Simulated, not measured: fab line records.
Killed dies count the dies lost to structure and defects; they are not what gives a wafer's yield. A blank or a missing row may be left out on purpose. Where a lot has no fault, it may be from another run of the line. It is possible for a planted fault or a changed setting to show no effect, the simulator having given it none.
Chamber matching | flow nand harc | NHARC_A_CHANNEL_FILL_D2_ALD_25 on ald hk-01: 4 sister chambers
The step deposits SiOx, target thk 60 nm, pulse time 10 s, ald cycles 600. 18 wafers are shown with their chamber, then 9 later ones without.

EACH WAFER AND ITS CHAMBER
wafer  | chamber | heater power w (W) | precursor pulse height rel | susceptor temp C (C)
L075.1 | 0       | 505                | 1.003                      | 299.95
L075.2 | 2       | 436                | 0.988                      | 300.09
L075.6 | 0       | 527                | 0.990                      | 300.22
L077.2 | 3       | 440                | 0.997                      | 299.91
L077.1 | 1       | 407                | 1.033                      | 299.82
L077.6 | 0       | 511                | 1.029                      | 299.75
L081.2 | 2       | 434                | 0.993                      | 300.02
L081.3 | 0       | 496                | 1.015                      | 299.97
L081.4 | 3       | 435                | 1.013                      | 300.21
L082.1 | 0       | 523                | 0.988                      | 300.09
L082.2 | 3       | 426                | 0.999                      | 300.00
L082.5 | 0       | 531                | 1.039                      | 299.97
L084.4 | 2       | 436                | 0.993                      | 299.81
L084.5 | 3       | 441                | 0.983                      | 299.76
L084.6 | 0       | 512                | 0.983                      | 300.00
L085.2 | 0       | 518                | 1.005                      | 299.74
L085.5 | 3       | 433                | 1.014                      | 300.11
L085.6 | 0       | 509                | 0.980                      | 299.71

SIGNATURES (means of the wafers above)
reading                    | chamber 0 | chamber 1 | chamber 2 | chamber 3 | scatter within a chamber
heater power w             | 514.67    | 407.00    | 435.33    | 435.00    | 9.03
precursor pulse height rel | 1.00356   | 1.03300   | 0.99133   | 1.00120   | 0.0171
susceptor temp C           | 299.9333  | 299.8200  | 299.9733  | 299.9980  | 0.169
Rule: a wafer lies at a distance from a chamber equal to the root of the sum of squares, over the readings, of (its reading less the chamber's mean, divided by the reading's scatter). If the next closest chamber is less than 2 further off than the closest, the wafer can't be placed; otherwise it belongs to the closest. The scatter: take each reading less its chamber's mean, square it, sum over the shown wafers, divide by the number of wafers less the number of chambers, and take the root.

WAFERS WITH NO CHAMBER GIVEN
wafer  | heater power w (W) | precursor pulse height rel | susceptor temp C (C)
L091.1 | 424                | 0.991                      | 299.86
L091.3 | 406                | 1.011                      | 300.18
L091.4 | 422                | 0.983                      | 299.75
L094.3 | 423                | 1.046                      | 300.14
L094.4 | 491                | 1.014                      | 300.10
L094.6 | 417                | 0.997                      | 299.94
L097.3 | 476                | 1.013                      | 300.19
L097.2 | 411                | 1.018                      | 299.92
L097.4 | 420                | 1.034                      | 300.32

THE CHAMBER EACH PASSED THROUGH
wafer  | from the rows above          | in truth
L091.1 | can't be placed: 2 or 3 or 1 | 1
L091.3 | can't be placed: 1 or 3 or 2 | 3
L091.4 | can't be placed: 2 or 3 or 1 | 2
L094.3 | can't be placed: 1 or 3 or 2 | 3
L094.4 | 0                            | 0
L094.6 | can't be placed: 3 or 2 or 1 | 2
L097.3 | can't be placed: 0 or 3 or 2 | 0
L097.2 | can't be placed: 1 or 3 or 2 | 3
L097.4 | can't be placed: 3 or 1 or 2 | 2
Placed correctly: 1 of 9. From these rows, 8 cannot be placed; in 8 the true chamber is one of the candidates. Number placed wrongly: 0.
